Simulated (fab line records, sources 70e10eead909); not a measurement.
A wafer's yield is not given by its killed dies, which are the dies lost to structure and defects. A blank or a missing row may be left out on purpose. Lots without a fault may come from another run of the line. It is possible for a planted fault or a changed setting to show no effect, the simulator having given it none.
The same fault as seen by 2 desks    flow nand-harc    every desk sees just its own numbers, and what lay behind them comes last

FROM THE METROLOGY DESK
Lot by lot, what the gauges showed, no matter which tool ran the lot: averages of those sampled wafers that carry a number. If a lot's mean is further than 4 standard deviations from the usual mean, the lot is out of limits and carries the mark OUT (the distance appears in the brackets).
Columns: A = cd-nm at NHARC_A_CONTACT_CD_MEAS_42, usual 300.4 nm
lot   first seen here  A
L291  day 21 14:12     300.9
L292  day 21 19:29     300.3
L294  day 22 10:22     299.9
L295  day 22 10:46     299.9
L297  day 23 02:53     300.8
L296  day 23 03:11     300.7
L299  day 24 08:25     300.5
L301  day 25 13:06     300.2
L306  day 28 00:51     300.4
L307  day 28 05:41     299.8
L314  day 31 02:47     300.6
L313  day 31 17:46     300.3
Result from this desk: across the 12 lots, nothing is out of limits.

THE TOOL OWNER'S DESK: rie-diel-03
The tool's own readings at NHARC_A_CONTACT_ETCH_50 (etches the open film in CF4/CHF3, target depth 121 nm, time 60.5 s): means of the sampled wafers that have a number, for each lot that ran on this tool. If a lot's mean is further than 4 standard deviations from the usual mean, the lot is out of limits and carries the mark OUT (the distance appears in the brackets).
Columns: A = drypump-motor-current-A at NHARC_A_CONTACT_ETCH_50, usual 5.7 A; B = oes-product-au at NHARC_A_CONTACT_ETCH_50, usual 0.949 a.u.; C = rf-vpp-V at NHARC_A_CONTACT_ETCH_50, usual 370.6 V; D = run-length-s at NHARC_A_CONTACT_ETCH_50, usual 81.8 s; E = showerhead-plenum-p-Torr at NHARC_A_CONTACT_ETCH_50, usual 1.57 Torr; F = throttle-valve-pct at NHARC_A_CONTACT_ETCH_50, usual 16.802 %
lot   first seen here  A    B      C      D               E     F
L291  day 21 14:55     5.9  0.953  371.4  81.8            1.59  16.793
L292  day 21 20:13     5.9  0.972  369.4  81.6            1.55  16.796
L297  day 23 03:37     5.9  0.941  369.5  81.7            1.55  16.807
L299  day 24 09:10     5.9  0.972  371.4  81.9            1.59  16.804
L306  day 28 01:34     5.8  0.976  368.9  70.5 (-24) OUT  1.54  16.805
L307  day 28 06:25     5.8  0.965  371.3  70.3 (-24) OUT  1.58  16.800
L313  day 31 18:29     6.0  0.971  372.6  81.7            1.62  16.797
Finding of this desk: L306, L307 out of limits; the first was L306 at day 28 01:34, on run-length-s at NHARC_A_CONTACT_ETCH_50. L291, L292, L297, L299, L313 stayed within limits.

ALL TOGETHER
The tool owner's desk could have raised an alarm at day 28 01:34, on L306, L307.
From the metrology desk's view, nothing was out of limits.
The metrology desk has L306, L307 on record, within its limits.
NHARC_A_CONTACT_ETCH_50 was run on rie-diel-03 by each of the lots named.

WHAT WAS PUT IN BY THE SIMULATOR
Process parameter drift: rie-diel-03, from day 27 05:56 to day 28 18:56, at NHARC_A_CONTACT_ETCH_50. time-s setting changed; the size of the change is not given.
Shown lots that were struck: L306, L307.
Each desk's first reading out of limits, in hours after the fault started: the tool owner's desk, 20.
